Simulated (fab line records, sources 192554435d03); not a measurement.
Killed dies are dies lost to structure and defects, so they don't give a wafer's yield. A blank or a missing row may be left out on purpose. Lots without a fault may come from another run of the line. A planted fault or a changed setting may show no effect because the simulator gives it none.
A struck lot beside a sound one | flow n5_finfet | 15 steps out of a route of 1938
Sound: wafers L207.2, L207.4, L207.6. Struck: wafer L213.1. (L213.3 of the same lot was not struck and is left out.) The cause comes at the end.
At each step with rows: each side's tool, then ch and its chambers, then its first start. Under that, the readings that differ: sound wafers | struck wafers | difference of the means | sigmas: that difference in standard deviations of wafers without a fault.
alike: readings whose means differ by less than 2 such deviations, and words and numbers that are the same on both sides. not compared: withheld readings, readings that some wafer has no value for, bounds like >300 that may hide the same value, and numbers for which the record gives no deviation and whose values overlap.
The two part at a step that has a row with sigmas, a row that says differs or no value, or rows on one side only. Numbers that don't overlap but have no deviation are shown without sigmas and don't part them. A reading that every wafer of one side lacks parts them only if that side has two wafers or more.

first, 4 steps without rows for these wafers: N5_BEOL_M3_SOFTBAKE_23 (time 60 s); N5_BEOL_M3_EXPOSE_25 (exposes mask V2, defocus 5 nm); N5_BEOL_M3_PEB_26 (peb time 60 s); N5_BEOL_M3_DEVELOP_27 (develop time 30 s).
N5_BEOL_M3_CD_MEAS_28: target cd 25.7 nm, target cd y 23.3 nm.
  sound on cd_sem-03 ch 0, day 9 04:46; struck on cd_sem-02 ch 0, day 11 00:22
  alike: cd_nm
N5_BEOL_M3_OVL_MEAS_29:
  sound on overlay-02 ch 0, day 9 04:49; struck on overlay-02 ch 0, day 11 00:23
  alike: V2_OVL
N5_BEOL_M3_INSPECT_30: inspects for defects (brightfield).
  sound on defect_inspect-02, day 9 04:52; struck on defect_inspect-02, day 11 00:27
  alike: raw_defect_count
N5_BEOL_M3_DESCUM_33: chemistry O2, time 7 s.
  sound on rie_diel-02 ch 2,3, day 9 04:53; struck on rie_diel-02 ch 1, day 11 00:29
  alike: drypump_motor_current_A, oes_product_au, rf_vpp_V, showerhead_plenum_p_Torr, throttle_valve_pct
  not compared: rf_hours_counter_h
N5_BEOL_M3_ETCH_77: etches underlayer in N2/H2, target depth 6.5 nm, time 5.2 s.
  sound on rie_diel-02 ch 2,3, day 9 04:56; struck on rie_diel-02 ch 1, day 11 00:31
  alike: drypump_motor_current_A, etch_rf_on_time_s, oes_product_au, rf_vpp_V, showerhead_plenum_p_Torr, throttle_valve_pct
  not compared: rf_hours_counter_h
N5_BEOL_M3_ETCH_69: etches SiARC in CF4, target depth 15.6 nm, time 26 s.
  sound on rie_diel-02 ch 2,3, day 9 04:56; struck on rie_diel-02 ch 1, day 11 00:32
  alike: drypump_motor_current_A, etch_rf_on_time_s, oes_product_au, rf_vpp_V, showerhead_plenum_p_Torr, throttle_valve_pct
  not compared: rf_hours_counter_h
N5_BEOL_M3_ALD_98: deposits SiO2, target thk 2.5 nm, pulse time 1 s, co reactant pulse time 1 s.
  sound on ald_sin-02 ch 0,2,3, day 9 05:02; struck on ald_sin-02 ch 2, day 11 01:37
  reading                    | sound             | struck | difference | sigmas
  precursor_pulse_height_rel | 1.005 0.994 0.967 | 1.055  | +0.066     | +3
  alike: heater_power_w, susceptor_temp_C
N5_BEOL_M3_ETCHBACK_99: etches SiO2 in CHF3, target depth 5 nm, time 10.4 s.
  sound on rie_diel-02 ch 0,1,2, day 9 06:56; struck on rie_diel-02 ch 3, day 11 07:32
  alike: drypump_motor_current_A, oes_ar_750_au, oes_product_au, rf_vpp_V, showerhead_plenum_p_Torr, throttle_valve_pct
  not compared: rf_hours_counter_h
N5_BEOL_M3_ETCH_70: etches SOC in N2/H2, target depth 80 nm, overetch 16 nm, time 120 s.
  sound on rie_diel-02 ch 0,1,2, day 9 06:59; struck on rie_diel-02 ch 3, day 11 07:34
  reading                | sound             | struck | difference | sigmas
  run_length_s (s)       | 143.7 143.8 143.1 | 150.8  | +7.3       | +15
  throttle_valve_pct (%) | 17.77 17.45 17.83 | 18.25  | +0.57      | +2
  alike: drypump_motor_current_A, oes_product_au, rf_vpp_V, showerhead_plenum_p_Torr
  not compared: rf_hours_counter_h
then, 1 step without rows for these wafers: N5_BEOL_M3_STRIP_71 (strips in N2/H2).
N5_BEOL_M4_RC_MEAS_101:
  sound on prober-02 ch 0, day 10 00:01; struck on prober-01 ch 0, day 12 00:22
  reading       | sound          | struck | difference | sigmas
  DIBL_N (mV/V) | 37.0 36.9 34.9 | 30.7   | -5.6       | -3
  DIBL_P (mV/V) | 34.9 36.5 33.9 | 29.6   | -5.5       | -2
  alike: IOFF_N, IOFF_P, ION_N, ION_P, SS_N, SS_P, VT_N, VT_P

WHERE THEY PART
First at N5_BEOL_M3_ALD_98; last, within this record, at N5_BEOL_M4_RC_MEAS_101.

WHY: what the simulator had put in
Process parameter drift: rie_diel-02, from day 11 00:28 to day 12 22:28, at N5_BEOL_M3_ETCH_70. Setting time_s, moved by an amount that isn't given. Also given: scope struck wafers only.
